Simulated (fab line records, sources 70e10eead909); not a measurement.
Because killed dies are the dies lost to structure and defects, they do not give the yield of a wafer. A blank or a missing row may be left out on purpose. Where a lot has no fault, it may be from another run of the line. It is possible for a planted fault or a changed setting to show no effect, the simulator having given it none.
fab line records ; flow nand-harc
record lots=12; wafers=36; last-day=24
route steps=1159 shown P_GATE@149
lots that met no fault: from a run of the same line without faults
start-h: hours from the record's first day to the start of the lot's first wafer shown ; wait-h: hours from the lot's prior step to this one ; " as in the row above ; L1.1+2: a row that stands for several wafers ; - either no value or no given start ; * or withheld: withheld ; < > ~ a bound
route shown NAME@n: a module of which the file shows steps, and the number in the route of the first ; usual: mean/standard deviation of fault-free wafers ; same: alike in all rows ; chamber/n: place in a boat ; sites: each site's reading ; _std_site: standard deviation across them ; _edge_site: outer sites' mean less inner sites' ; radius-mm: for every site, how far away it sits from the centre of the wafer ; mask NAME#n: copy n ; behind: the last tool/chamber to shape the wafer ; hold: why the lot went on hold/how many hours it stayed there/how the hold came to an end ; device: which transistor (n, p or np) failed to switch ; end of line: at the end of the route, the tests of the same wafers ; a step given without rows: its recipe and nothing more ; killed: not the wafer's yield, but the dies lost to structure and defects at the first sort ; map: the dies of a wafer, with x for killed, . for not killed, _ for no die there
set.NAME: the setting that was run; set.NAME@STEP: the one run at that earlier step ; model.NAME: the simulator's own value behind a step, which no gauge read
one table for each step of the route and one row for each wafer, over a sample of lots
services: when a tool's chamber went out of use (start-h, in hours from the record's first day, below 0 if earlier), for how many hours, and the reason
## steps
# step NHARC_P_GATE_ETCH_32
# recipe target-depth-a=1500; over-etch-frac=1; over-etch-ion-energy-ev=40; time-s=100.1; hbr-flow-sccm=150; cl2-flow-sccm=50; rf-w=400; icp-w=400; bias-w=100; chemistry=HBr/Cl2
# usual drypump-motor-current-A=5.9/0.4; oes-product-au=0.999/0.0073; throttle-valve-pct=26.406/0.009
lot.wafer;tool;chamber;start-h;wait-h;drypump-motor-current-A;oes-product-au;rf-hours-counter-h;throttle-valve-pct
L211.3;rie-si-01;2;91.58;-;5.8;0.986;1.1;26.407
L211.1;rie-si-01;3;91.58;-;5.6;1.016;1.3;26.406
L211.2;rie-si-01;0;91.58;-;5.2;1.007;1.4;26.407
L214.2;rie-si-05;1;103.30;-;5.4;1.015;0.2;26.411
L214.5;rie-si-05;3;103.30;-;5.9;1.007;-;26.415
L214.6;rie-si-05;0;103.30;-;6.3;0.992;-;26.408
L215.1;rie-si-02;2;114.01;-;5.9;0.993;0.6;26.409
L215.4;rie-si-02;3;114.01;-;6.2;0.998;0.7;26.410
L215.5;rie-si-02;1;114.01;-;5.9;1.001;-;26.407
L216.4;rie-si-02;0;115.23;-;6.3;1.003;0.8;26.405
L216.3;rie-si-02;1;115.23;-;6.0;0.991;0.7;26.404
L216.2;rie-si-02;3;115.23;-;6.3;0.991;0.7;26.395
L217.2;rie-si-02;2;131.30;-;5.9;0.998;0.8;26.406
L217.3;rie-si-02;3;131.30;-;6.2;0.986;0.9;26.408
L217.4;rie-si-02;0;131.30;-;6.3;1.000;1.0;26.418
L219.4;rie-si-05;1;139.63;-;5.4;1.004;0.5;26.401
L219.2;rie-si-05;2;139.63;-;6.5;0.993;0.5;26.388
L219.3;rie-si-05;0;139.63;-;6.3;0.993;0.6;26.424
L221.2;rie-si-02;1;151.67;-;6.0;0.995;1.1;26.424
L221.4;rie-si-02;2;151.67;-;5.9;0.988;1.0;26.416
L221.5;rie-si-02;0;151.67;-;6.3;0.996;-;26.408
L225.4;rie-si-05;0;167.70;-;6.3;0.991;0.8;26.401
L225.2;rie-si-05;1;167.70;-;5.4;0.998;0.9;26.412
L225.5;rie-si-05;1;167.70;-;5.4;1.004;-;26.408
L224.4;rie-si-02;0;168.11;-;6.3;1.006;1.4;26.417
L224.2;rie-si-02;1;168.11;-;6.0;0.998;1.2;26.397
L224.1;rie-si-02;3;168.11;-;6.2;0.990;1.4;26.406
L228.3;rie-si-01;1;194.16;-;5.4;0.999;0.5;26.409
L228.4;rie-si-01;3;194.16;-;5.6;1.011;0.5;26.390
L228.5;rie-si-01;0;194.16;-;5.2;1.012;-;26.404
L234.3;rie-si-02;2;222.43;-;5.9;0.992;0.0;26.403
L234.4;rie-si-02;3;222.43;-;6.2;0.993;0.0;26.398
L234.1;rie-si-02;0;222.43;-;6.3;0.996;0.0;26.414
L233.4;rie-si-01;1;222.59;-;5.4;0.997;0.7;26.402
L233.3;rie-si-01;2;222.59;-;5.7;0.998;0.8;26.401
L233.1;rie-si-01;3;222.59;-;5.5;0.993;0.8;26.412
# step NHARC_P_GATE_CD_MEAS_46
# recipe target-cd-nm=720; landing-energy-ev=500
# usual cd-nm=719.8/1.4
lot.wafer;tool;chamber;start-h;wait-h;cd-nm
L211.1;cd-sem-01;0;102.84;-;720.1
L211.2;cd-sem-01;0;102.84;-;719.8
L211.3;cd-sem-01;0;102.84;-;721.4
L214.2;cd-sem-02;0;114.72;-;719.2
L214.5;cd-sem-02;0;114.72;-;721.1
L214.6;cd-sem-02;0;114.72;-;718.5
L215.1;cd-sem-03;0;125.45;-;721.5
L215.4;cd-sem-03;0;125.45;-;721.0
L215.5;cd-sem-03;0;125.45;-;720.4
L216.2;cd-sem-02;0;127.01;-;718.0
L216.3;cd-sem-02;0;127.01;-;718.5
L216.4;cd-sem-02;0;127.01;-;718.5
L217.2;cd-sem-01;0;142.83;-;719.5
L217.3;cd-sem-01;0;142.83;-;719.8
L217.4;cd-sem-01;0;142.83;-;719.5
L219.2;cd-sem-01;0;150.86;-;723.0
L219.3;cd-sem-01;0;150.86;-;721.1
L219.4;cd-sem-01;0;150.86;-;720.2
L221.2;cd-sem-03;0;162.94;-;718.9
L221.4;cd-sem-03;0;162.94;-;720.2
L221.5;cd-sem-03;0;162.94;-;718.7
L225.2;cd-sem-01;0;179.26;-;718.7
L225.4;cd-sem-01;0;179.26;-;721.7
L225.5;cd-sem-01;0;179.26;-;719.5
L224.1;cd-sem-03;0;184.76;-;721.0
L224.2;cd-sem-03;0;184.76;-;721.4
L224.4;cd-sem-03;0;184.76;-;720.2
L228.3;cd-sem-03;0;205.63;-;720.0
L228.4;cd-sem-03;0;205.63;-;721.9
L228.5;cd-sem-03;0;205.63;-;720.2
L234.1;cd-sem-01;0;233.81;-;721.3
L234.3;cd-sem-01;0;233.81;-;719.1
L234.4;cd-sem-01;0;233.81;-;722.4
L233.1;cd-sem-01;0;234.03;-;718.9
L233.3;cd-sem-01;0;234.03;-;719.4
L233.4;cd-sem-01;0;234.03;-;718.5
# step NHARC_P_GATE_PEB_57
# recipe peb-temp-c=118; peb-time-s=85
# usual heater-power-total-W=164.00/0.26; plate-temp-C=118.02/0.14
lot.wafer;tool;chamber;start-h;wait-h;heater-power-total-W;plate-temp-C
L211.1;litho-track-03;0;105.79;0.1;164.42;117.84
L211.2;litho-track-03;0;105.79;0.1;163.93;117.88
L211.3;litho-track-03;0;105.79;0.1;164.41;118.02
L214.2;litho-track-03;0;116.42;0.1;163.76;118.01
L214.5;litho-track-03;0;116.42;0.1;164.34;117.76
L214.6;litho-track-03;0;116.42;0.1;163.68;118.05
L215.1;litho-track-05;0;126.98;0.1;164.04;118.03
L215.4;litho-track-05;0;126.98;0.1;164.17;118.18
L215.5;litho-track-05;0;126.98;0.1;163.70;118.05
L216.2;litho-track-05;0;128.71;0.1;163.65;118.05
L216.3;litho-track-05;0;128.71;0.1;164.10;117.96
L216.4;litho-track-05;0;128.71;0.1;163.63;117.95
L217.2;litho-track-03;0;144.51;0.1;163.91;118.29
L217.3;litho-track-03;0;144.51;0.1;163.72;118.20
L217.4;litho-track-03;0;144.51;0.1;164.04;118.27
L219.2;litho-track-05;0;152.40;0.1;164.22;117.91
L219.3;litho-track-05;0;152.40;0.1;164.42;118.12
L219.4;litho-track-05;0;152.40;0.1;163.95;117.94
L221.2;litho-track-05;0;164.64;0.1;163.70;117.97
L221.4;litho-track-05;0;164.64;0.1;163.61;117.77
L221.5;litho-track-05;0;164.64;0.1;163.99;117.95
L225.2;litho-track-05;0;180.95;0.1;157.31;114.54
L225.4;litho-track-05;0;180.95;0.1;157.74;114.52
L225.5;litho-track-05;0;180.95;0.1;157.39;114.40
L224.1;litho-track-03;0;186.64;0.1;163.92;118.06
L224.2;litho-track-03;0;186.64;0.1;164.22;118.29
L224.4;litho-track-03;0;186.64;0.1;163.71;117.99
L228.3;litho-track-05;0;207.45;0.1;157.58;114.52
L228.4;litho-track-05;0;207.45;0.1;157.55;114.50
L228.5;litho-track-05;0;207.45;0.1;157.21;114.56
L234.1;litho-track-03;0;235.37;0.1;163.67;118.03
L234.3;litho-track-03;0;235.37;0.1;164.21;117.94
L234.4;litho-track-03;0;235.37;0.1;164.40;118.14
L233.1;litho-track-03;0;235.73;0.1;163.67;118.26
L233.3;litho-track-03;0;235.73;0.1;164.25;117.83
L233.4;litho-track-03;0;235.73;0.1;163.72;118.19
# step NHARC_P_GATE_CD_MEAS_59
# recipe target-cd-nm=720; landing-energy-ev=500
# usual cd-nm=720.0/1.4
lot.wafer;tool;chamber;start-h;wait-h;cd-nm
L211.1;cd-sem-03;0;105.88;-;720.3
L211.2;cd-sem-03;0;105.88;-;723.0
L211.3;cd-sem-03;0;105.88;-;722.2
L214.2;cd-sem-03;0;116.52;-;718.4
L214.5;cd-sem-03;0;116.52;-;718.8
L214.6;cd-sem-03;0;116.52;-;718.4
L215.1;cd-sem-03;0;127.07;-;720.7
L215.4;cd-sem-03;0;127.07;-;718.2
L215.5;cd-sem-03;0;127.07;-;719.3
L216.2;cd-sem-03;0;128.80;-;718.4
L216.3;cd-sem-03;0;128.80;-;719.0
L216.4;cd-sem-03;0;128.80;-;719.8
L217.2;cd-sem-01;0;144.60;-;719.3
L217.3;cd-sem-01;0;144.60;-;719.4
L217.4;cd-sem-01;0;144.60;-;718.3
L219.2;cd-sem-02;0;152.49;-;719.6
L219.3;cd-sem-02;0;152.49;-;721.3
L219.4;cd-sem-02;0;152.49;-;719.3
L221.2;cd-sem-02;0;164.74;-;721.1
L221.4;cd-sem-02;0;164.74;-;720.1
L221.5;cd-sem-02;0;164.74;-;721.9
L225.2;cd-sem-03;0;181.04;-;711.7
L225.4;cd-sem-03;0;181.04;-;713.5
L225.5;cd-sem-03;0;181.04;-;712.0
L224.1;cd-sem-01;0;186.73;-;722.5
L224.2;cd-sem-01;0;186.73;-;722.5
L224.4;cd-sem-01;0;186.73;-;721.5
L228.3;cd-sem-01;0;207.55;-;711.2
L228.4;cd-sem-01;0;207.55;-;712.1
L228.5;cd-sem-01;0;207.55;-;711.6
L234.1;cd-sem-02;0;235.46;-;722.8
L234.3;cd-sem-02;0;235.46;-;721.1
L234.4;cd-sem-02;0;235.46;-;722.9
L233.1;cd-sem-02;0;235.82;-;720.2
L233.3;cd-sem-02;0;235.82;-;721.4
L233.4;cd-sem-02;0;235.82;-;721.8
# step NHARC_P_GATE_STRIP_95
# recipe power-w=1500; temp-c=250; chemistry=O2
# usual drypump-motor-current-A=5.58/0.15; heater-power-w=314/29
lot.wafer;tool;chamber;start-h;wait-h;drypump-motor-current-A;heater-power-w;rf-hours-counter-h
L211.2;plasma-asher-02;1;109.18;0.6;5.45;309;34
L211.1;plasma-asher-02;0;109.18;0.6;5.56;281;34
L211.3;plasma-asher-02;1;109.18;0.6;5.44;310;-
L214.2;plasma-asher-01;0;119.51;0.5;5.57;349;5
L214.5;plasma-asher-01;1;119.51;0.5;5.86;326;-
L214.6;plasma-asher-01;0;119.51;0.5;5.59;359;-
L215.1;plasma-asher-01;1;130.03;0.6;5.85;319;7
L215.4;plasma-asher-01;1;130.03;0.6;5.87;317;-
L215.5;plasma-asher-01;0;130.03;0.6;5.57;359;-
L216.2;plasma-asher-02;1;132.07;0.6;5.45;311;40
L216.4;plasma-asher-02;1;132.07;0.6;5.46;312;-
L216.3;plasma-asher-02;0;132.07;0.6;5.48;278;-
L217.2;plasma-asher-01;1;147.76;0.6;5.86;321;12
L217.4;plasma-asher-01;1;147.76;0.6;5.84;323;-
L217.3;plasma-asher-01;0;147.76;0.6;5.58;346;-
L219.2;plasma-asher-02;1;155.50;0.5;5.46;315;47
L219.3;plasma-asher-02;0;155.50;0.5;5.53;276;-
L219.4;plasma-asher-02;1;155.50;0.5;5.45;313;-
L221.2;plasma-asher-02;1;170.77;0.5;5.45;315;50
L221.4;plasma-asher-02;1;170.77;0.5;5.45;314;-
L221.5;plasma-asher-02;1;170.77;0.5;5.44;314;-
L225.2;plasma-asher-01;0;184.88;0.6;5.57;362;27
L225.4;plasma-asher-01;0;184.88;0.6;5.57;365;-
L225.5;plasma-asher-01;0;184.88;0.6;5.56;356;-
L224.1;plasma-asher-01;0;189.61;0.6;5.59;347;31
L224.2;plasma-asher-01;1;189.61;0.6;5.84;320;31
L224.4;plasma-asher-01;0;189.61;0.6;5.57;361;-
L228.4;plasma-asher-01;0;210.70;0.4;5.57;348;-
L228.3;plasma-asher-01;1;210.70;0.4;5.85;316;-
L228.5;plasma-asher-01;0;210.70;0.4;5.57;366;-
L234.1;plasma-asher-01;0;238.45;0.5;5.60;373;45
L234.4;plasma-asher-01;1;238.45;0.5;5.84;317;-
L234.3;plasma-asher-01;0;238.45;0.5;5.59;357;-
L233.1;plasma-asher-02;1;238.83;0.6;5.45;304;18
L233.4;plasma-asher-02;1;238.83;0.6;5.44;317;-
L233.3;plasma-asher-02;0;238.83;0.6;5.54;280;-
## services
tool;chamber;start-h;hours;kind
plasma-asher-01;-;99.00;9.0;pm
plasma-asher-01;0;99.00;9.0;vent-cycle
plasma-asher-01;1;99.00;9.0;vent-cycle
plasma-asher-01;0;108.00;-;clean
plasma-asher-01;1;108.00;-;clean
rie-si-05;2;115.24;6.7;repair
rie-si-02;1;118.58;6.9;repair
rie-si-01;-;127.00;9.0;pm
rie-si-02;-;128.53;0.2;repair
plasma-asher-02;-;162.84;6.2;repair
plasma-asher-02;-;183.23;9.0;pm
plasma-asher-01;-;192.66;8.7;repair
rie-si-02;-;199.33;1.8;repair
rie-si-01;1;200.48;14.4;repair
rie-si-02;-;211.00;9.0;pm
rie-si-02;0;211.00;9.0;vent-cycle
rie-si-02;1;211.00;9.0;vent-cycle
rie-si-02;2;211.00;9.0;vent-cycle
rie-si-02;3;211.00;9.0;vent-cycle
litho-track-03;-;213.00;7.0;pm
rie-si-02;0;220.00;-;clean
rie-si-02;1;220.00;-;clean
rie-si-02;2;220.00;-;clean
litho-track-05;-;237.00;7.0;pm
## key
first-sign step=NHARC_P_GATE_PEB_57; reading=plate-temp-C; direction=down; sigmas=26; usual=*; struck=*
effect step=NHARC_P_GATE_PEB_57; reading=heater-power-total-W; direction=down; sigmas=25; usual=*; struck=*
effect step=NHARC_P_GATE_CD_MEAS_59; reading=cd-nm; direction=down; sigmas=5.7; usual=720.0; struck=712.0
met-at NHARC_P_GATE_PEB_57
struck-lots L225,L228
tester-left-out L225,L228
not-acting-at NHARC_P_GATE_ETCH_32,NHARC_P_GATE_CD_MEAS_46,NHARC_P_GATE_STRIP_95
onset-between 164.64 180.95
fault kind=process-parameter-drift; tool=litho-track-05; chamber=-; onset-h=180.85; steps=NHARC_P_GATE_PEB_57; channel=peb-temp-c; offset=*; shape=step; end-h=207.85; acts-in=*; stated=*
# tester-left-out: of these lots the tester's yield and bins aren't shown, on N5 and GAA mostly nor the transistor test; their killed dies are dies lost to structure and defects alone, not to doping, threshold or leakage, so they don't give the yield
